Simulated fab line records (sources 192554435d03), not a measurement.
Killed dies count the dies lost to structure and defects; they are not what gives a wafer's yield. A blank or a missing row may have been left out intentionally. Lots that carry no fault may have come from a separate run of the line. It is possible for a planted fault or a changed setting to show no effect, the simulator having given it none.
Chamber matching -- flow n5-finfet -- rie-diel-02 running N5_BEOL_M11_DESCUM_16: 4 sister chambers
The step chemistry O2, time 7.9 s. 16 wafers are shown with their chamber, then 8 later ones without.

== WAFERS WITH THEIR CHAMBER ==
wafer,chamber,showerhead-plenum-p-Torr (Torr),throttle-valve-pct (%),drypump-motor-current-A (A)
L074.1,3,2.13,19.83,6.3
L074.4,0,2.09,20.63,5.7
L074.5,2,2.06,19.99,5.1
L075.2,2,2.06,19.98,5.2
L075.4,0,2.09,20.65,5.7
L075.6,2,2.06,19.98,5.2
L076.1,0,2.09,20.64,5.7
L076.2,2,2.06,19.99,5.1
L076.4,1,1.92,19.97,5.7
L080.3,2,2.06,20.00,5.2
L080.5,2,2.06,20.00,5.2
L080.6,3,2.13,19.85,6.3
L081.2,0,2.08,20.67,5.7
L081.3,3,2.13,19.86,6.3
L081.4,1,1.92,19.97,5.7
L086.2,3,2.12,19.86,6.3

SIGNATURES, as means of the wafers listed above
reading,chamber 0,chamber 1,chamber 2,chamber 3,scatter within a chamber
showerhead-plenum-p-Torr,2.0875,1.9200,2.0600,2.1275,0.00354
throttle-valve-pct,20.6475,19.9700,19.9900,19.8500,0.0125
drypump-motor-current-A,5.700,5.700,5.167,6.300,0.0333
Rule: for a wafer and a chamber, the distance is found by dividing, reading by reading, the gap between the wafer's reading and the chamber's mean by the reading's scatter, squaring, summing and taking the root. The wafer belongs to the nearest chamber; if the next one is less than 2 further off, it can't be placed. How the scatter is found: for the shown wafers, subtract from each reading the mean of its chamber, square and add these, divide the total by (wafers less chambers), then take the root.

== WAFERS WITH NO CHAMBER GIVEN ==
wafer,showerhead-plenum-p-Torr (Torr),throttle-valve-pct (%),drypump-motor-current-A (A)
L086.3,1.92,19.98,5.7
L086.6,2.08,20.67,5.7
L087.1,2.05,20.02,5.2
L087.3,2.12,19.85,6.3
L087.6,2.08,20.68,5.7
L097.1,2.07,20.72,5.7
L097.3,1.91,20.02,5.7
L097.5,2.12,19.90,6.3

== EACH ONE'S CHAMBER ==
wafer,from the rows above,in truth
L086.3,1,1
L086.6,0,0
L087.1,2,2
L087.3,3,3
L087.6,0,0
L097.1,0,0
L097.3,1,1
L097.5,3,3
Correctly placed: 8 of 8. From these rows, 0 cannot be placed. 0 placed wrongly.
